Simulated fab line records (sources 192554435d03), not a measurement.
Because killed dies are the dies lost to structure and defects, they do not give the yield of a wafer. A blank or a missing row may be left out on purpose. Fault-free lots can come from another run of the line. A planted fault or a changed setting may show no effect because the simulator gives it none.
Matching of chambers / flow n5-finfet / pecvd-02 running N5_BEOL_M0_SAQP_HM_DEP_111: 3 sister chambers
The step deposits SiO2 from SiH4/N2O, target thk 12 nm, time 7.2 s. 3 wafers are shown with their chamber, then 10 later ones without.

WAFERS, EACH WITH ITS CHAMBER
wafer=L089.1; chamber=0; showerhead-plenum-p-Torr (Torr)=8.01
wafer=L090.1; chamber=1; showerhead-plenum-p-Torr (Torr)=8.06
wafer=L090.2; chamber=2; showerhead-plenum-p-Torr (Torr)=8.14

WAFERS WITHOUT THEIR CHAMBER
wafer=L090.4; showerhead-plenum-p-Torr (Torr)=8.02
wafer=L093.1; showerhead-plenum-p-Torr (Torr)=8.17
wafer=L093.2; showerhead-plenum-p-Torr (Torr)=8.04
wafer=L093.5; showerhead-plenum-p-Torr (Torr)=8.04
wafer=L094.1; showerhead-plenum-p-Torr (Torr)=8.04
wafer=L094.3; showerhead-plenum-p-Torr (Torr)=8.16
wafer=L094.5; showerhead-plenum-p-Torr (Torr)=8.03
wafer=L095.4; showerhead-plenum-p-Torr (Torr)=8.06
wafer=L095.5; showerhead-plenum-p-Torr (Torr)=8.02
wafer=L095.6; showerhead-plenum-p-Torr (Torr)=8.12

WHICH CHAMBER EACH ONE RAN IN
wafer=L090.4; from the rows above=can't be placed: 0 or 1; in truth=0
wafer=L093.1; from the rows above=2; in truth=2
wafer=L093.2; from the rows above=can't be placed: 1 or 0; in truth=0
wafer=L093.5; from the rows above=can't be placed: 1 or 0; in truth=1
wafer=L094.1; from the rows above=can't be placed: 1 or 0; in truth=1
wafer=L094.3; from the rows above=2; in truth=2
wafer=L094.5; from the rows above=can't be placed: 0 or 1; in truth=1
wafer=L095.4; from the rows above=1; in truth=1
wafer=L095.5; from the rows above=can't be placed: 0 or 1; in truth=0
wafer=L095.6; from the rows above=2; in truth=2
Correctly placed: 4 of 10. Unplaceable from these rows: 6, with the true chamber sitting among the candidates in 6. Placed wrongly: 0.
How it was worked out, from the rows above alone: a wafer's distance from a chamber is the root of the sum, over the readings, of the square of ((its reading less the chamber's mean) divided by the reading's scatter). If the next closest chamber is less than 2 further off than the closest, the wafer can't be placed; otherwise it belongs to the closest. The mean given for a chamber averages the wafers shown for that chamber. The scatter: with one shown wafer a chamber, the root of the mean of the squares of how far each hidden wafer lies from its nearest shown one.
